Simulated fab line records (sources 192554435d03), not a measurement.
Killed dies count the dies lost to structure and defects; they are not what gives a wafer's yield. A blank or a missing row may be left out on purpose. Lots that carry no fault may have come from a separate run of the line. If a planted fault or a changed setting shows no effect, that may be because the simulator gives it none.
Matching of chambers || flow n5Finfet || N5_DUMMY_GATE_ETCH_29 on rieDiel-02 has 4 sister chambers
The step etches underlayer in N2/H2, target depth 13 nm. 18 wafers are shown with their chamber, then 8 later ones without.

WAFERS PAIRED WITH THEIR CHAMBERS
{"wafer": "L074.1", "chamber": 0, "showerheadPlenumPTorr (Torr)": 2.39, "drypumpMotorCurrentA (A)": 6.8, "throttleValvePct (%)": 17.68}
{"wafer": "L074.4", "chamber": 2, "showerheadPlenumPTorr (Torr)": 2.37, "drypumpMotorCurrentA (A)": 6.7, "throttleValvePct (%)": 17.85}
{"wafer": "L074.6", "chamber": 3, "showerheadPlenumPTorr (Torr)": 2.45, "drypumpMotorCurrentA (A)": 6.2, "throttleValvePct (%)": 18.32}
{"wafer": "L075.2", "chamber": 1, "showerheadPlenumPTorr (Torr)": 2.66, "drypumpMotorCurrentA (A)": 5.6, "throttleValvePct (%)": 17.75}
{"wafer": "L075.4", "chamber": 3, "showerheadPlenumPTorr (Torr)": 2.44, "drypumpMotorCurrentA (A)": 6.2, "throttleValvePct (%)": 18.31}
{"wafer": "L075.6", "chamber": 3, "showerheadPlenumPTorr (Torr)": 2.44, "drypumpMotorCurrentA (A)": 6.2, "throttleValvePct (%)": 18.32}
{"wafer": "L083.1", "chamber": 1, "showerheadPlenumPTorr (Torr)": 2.65, "drypumpMotorCurrentA (A)": 5.6, "throttleValvePct (%)": 17.78}
{"wafer": "L083.4", "chamber": 1, "showerheadPlenumPTorr (Torr)": 2.65, "drypumpMotorCurrentA (A)": 5.6, "throttleValvePct (%)": 17.76}
{"wafer": "L083.6", "chamber": 0, "showerheadPlenumPTorr (Torr)": 2.39, "drypumpMotorCurrentA (A)": 6.7, "throttleValvePct (%)": 17.70}
{"wafer": "L084.1", "chamber": 0, "showerheadPlenumPTorr (Torr)": 2.39, "drypumpMotorCurrentA (A)": 6.8, "throttleValvePct (%)": 17.72}
{"wafer": "L084.3", "chamber": 2, "showerheadPlenumPTorr (Torr)": 2.37, "drypumpMotorCurrentA (A)": 6.7, "throttleValvePct (%)": 17.91}
{"wafer": "L084.4", "chamber": 1, "showerheadPlenumPTorr (Torr)": 2.65, "drypumpMotorCurrentA (A)": 5.5, "throttleValvePct (%)": 17.79}
{"wafer": "L085.2", "chamber": 0, "showerheadPlenumPTorr (Torr)": 2.38, "drypumpMotorCurrentA (A)": 6.7, "throttleValvePct (%)": 17.71}
{"wafer": "L085.4", "chamber": 1, "showerheadPlenumPTorr (Torr)": 2.65, "drypumpMotorCurrentA (A)": 5.5, "throttleValvePct (%)": 17.76}
{"wafer": "L085.5", "chamber": 0, "showerheadPlenumPTorr (Torr)": 2.38, "drypumpMotorCurrentA (A)": 6.8, "throttleValvePct (%)": 17.73}
{"wafer": "L086.1", "chamber": 1, "showerheadPlenumPTorr (Torr)": 2.65, "drypumpMotorCurrentA (A)": 5.6, "throttleValvePct (%)": 17.79}
{"wafer": "L086.2", "chamber": 0, "showerheadPlenumPTorr (Torr)": 2.38, "drypumpMotorCurrentA (A)": 6.8, "throttleValvePct (%)": 17.70}
{"wafer": "L086.3", "chamber": 3, "showerheadPlenumPTorr (Torr)": 2.44, "drypumpMotorCurrentA (A)": 6.2, "throttleValvePct (%)": 18.33}

SIGNATURES, as means of the wafers listed above
{"reading": "showerheadPlenumPTorr", "chamber 0": 2.3850, "chamber 1": 2.6517, "chamber 2": 2.3700, "chamber 3": 2.4425, "scatter within a chamber": 0.00469}
{"reading": "drypumpMotorCurrentA", "chamber 0": 6.767, "chamber 1": 5.567, "chamber 2": 6.700, "chamber 3": 6.200, "scatter within a chamber": 0.0436}
{"reading": "throttleValvePct", "chamber 0": 17.7067, "chamber 1": 17.7717, "chamber 2": 17.8800, "chamber 3": 18.3200, "scatter within a chamber": 0.0189}
Rule: a wafer lies at a distance from a chamber equal to the root of the sum of squares, over the readings, of (its reading less the chamber's mean, divided by the reading's scatter). The wafer belongs to the nearest chamber; if the next one is less than 2 further off, it can't be placed. The scatter: take each reading less its chamber's mean, square it, sum over the shown wafers, divide by the number of wafers less the number of chambers, and take the root.

WAFERS MISSING THEIR CHAMBER
{"wafer": "L089.1", "showerheadPlenumPTorr (Torr)": 2.65, "drypumpMotorCurrentA (A)": 5.5, "throttleValvePct (%)": 17.78}
{"wafer": "L089.3", "showerheadPlenumPTorr (Torr)": 2.44, "drypumpMotorCurrentA (A)": 6.2, "throttleValvePct (%)": 18.34}
{"wafer": "L089.6", "showerheadPlenumPTorr (Torr)": 2.65, "drypumpMotorCurrentA (A)": 5.5, "throttleValvePct (%)": 17.79}
{"wafer": "L090.1", "showerheadPlenumPTorr (Torr)": 2.65, "drypumpMotorCurrentA (A)": 5.5, "throttleValvePct (%)": 17.80}
{"wafer": "L090.2", "showerheadPlenumPTorr (Torr)": 2.36, "drypumpMotorCurrentA (A)": 6.6, "throttleValvePct (%)": 17.92}
{"wafer": "L090.4", "showerheadPlenumPTorr (Torr)": 2.64, "drypumpMotorCurrentA (A)": 5.5, "throttleValvePct (%)": 17.80}
{"wafer": "L095.1", "showerheadPlenumPTorr (Torr)": 2.36, "drypumpMotorCurrentA (A)": 6.6, "throttleValvePct (%)": 17.94}
{"wafer": "L095.3", "showerheadPlenumPTorr (Torr)": 2.64, "drypumpMotorCurrentA (A)": 5.6, "throttleValvePct (%)": 17.81}

WHICH CHAMBER EACH ONE RAN IN
{"wafer": "L089.1", "from the rows above": 1, "in truth": 1}
{"wafer": "L089.3", "from the rows above": 3, "in truth": 3}
{"wafer": "L089.6", "from the rows above": 1, "in truth": 1}
{"wafer": "L090.1", "from the rows above": 1, "in truth": 1}
{"wafer": "L090.2", "from the rows above": 2, "in truth": 2}
{"wafer": "L090.4", "from the rows above": 1, "in truth": 1}
{"wafer": "L095.1", "from the rows above": 2, "in truth": 2}
{"wafer": "L095.3", "from the rows above": 1, "in truth": 1}
Placed correctly: 8 of 8. Can't be placed from these rows: 0. Wrongly placed: 0.
